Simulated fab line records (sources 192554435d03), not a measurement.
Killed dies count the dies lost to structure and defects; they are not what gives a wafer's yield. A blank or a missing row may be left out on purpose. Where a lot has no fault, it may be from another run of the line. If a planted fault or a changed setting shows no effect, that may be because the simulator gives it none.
8D (eight disciplines) problem report, filled in by code    flow n5 finfet    the parts of the form that need people (team, actions taken, sign-off) are left out

1. THE ISSUE
barrier field endpoint s at N5_BEOL_M13_CMP_49 reads a mean of 18.4 s on 4 wafers of 3 lots; wafers without a fault read 30.4 s with a standard deviation of 0.62. Measured from the usual mean, that is -19 standard deviations.
The step: polishes, stops on SiOC, t overpolish 17.1 s, target thk 420 nm.
Earliest sighting: wafer L371.4 on cmp-03 at day 13 16:11. The record has a number at this step for 31 wafers belonging to 11 lots. The rule behind "out" and "out of limits": a value lying over 4 standard deviations away from the usual mean. Any other wafer with a number is counted as sound.

2. WHAT THIS IS AND IS NOT
question                     is                              is not
which readings at this step  barrier field endpoint s        motor current A, pad life wafers
which lots                   L371, L372, L374                L363, L364, L376, L378, L379, L380, L383, L386
which wafers of those lots   L371.4, L372.1, L372.4, L374.4  L371.3, L371.5, L374.2
read on which tools          cmp-03, cmp-04                  cmp-02
when                         from day 13 16:11               up to then (8 sound wafers); but 19 sound wafers of L374, L376, L378, L379, L380, L383, L386 came after

3. THE SUSPECTS, EACH WITH WHAT RULES IT OUT
Counting: any tool at a process step up to the reading remains a suspect provided it ran every lot that is out. Sound lots after the first of them don't rule it out here, since some wafers of a struck lot are sound.
- pvd sputter-02 at N5_BEOL_M13_SPUTTER_43 (material TaN, target thk 15 nm, time 24.19 s): kept. Every lot that is out went through it, the first being L371 (day 13 15:04); the last sound lot it ran before that was L363 (day 10 03:25).
- pvd sputter-02 at N5_BEOL_M13_SPUTTER_44 (material Ta, target thk 10 nm, time 16.13 s): kept. Every lot that is out went through it, the first being L371 (day 13 15:09); the last sound lot it ran before that was L363 (day 10 03:30).
Left after counting: pvd sputter-02 at N5_BEOL_M13_SPUTTER_43, pvd sputter-02 at N5_BEOL_M13_SPUTTER_44.

4. THE CAUSE (what the simulator had put in)
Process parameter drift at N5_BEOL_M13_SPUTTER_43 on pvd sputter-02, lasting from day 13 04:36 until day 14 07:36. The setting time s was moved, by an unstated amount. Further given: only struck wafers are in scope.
Of the 2 suspects that counting leaves, this tool is one.

5. THE EFFECT CHAIN, in route order
Rows list readings where the struck wafers' mean (over those with a number) sits beyond 3 standard deviations from the usual. Only readings whose record carries a usual standard deviation are examined. hours: median over the lots of the time between each lot's start at the first step of this table that gives one and its start at this step. sigmas: the change, counted in usual standard deviations.
hours  step                reading                   usual   on struck wafers  change  sigmas
0      N5_BEOL_M13_CMP_49  barrier field endpoint s  30.4 s  18.4              -12.0   -19
Here are the process steps it includes:
- N5_BEOL_M13_CMP_49: polishes, stops on SiOC, t overpolish 17.1 s, target thk 420 nm.
Later measuring or inspecting steps at which every struck wafer that the step has a row for has a number for every such reading, and none has moved that far: N5_BEOL_M13_THK_MEAS_50.

6. WHAT WOULD HAVE CAUGHT IT SOONER
In this record no reading fell out of limits until day 13 16:11, 12 hours after the fault had begun at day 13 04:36.
Tool readings at N5_BEOL_M13_SPUTTER_43 with a usual standard deviation given in the record: none out on any struck wafer, hence no alarm at a limit of 4 standard deviations on them.
Lots out: 3; of these, L374 started N5_BEOL_M13_SPUTTER_43 on pvd sputter-02 after day 13 16:11. A hold on the tool at that time would have spared it.
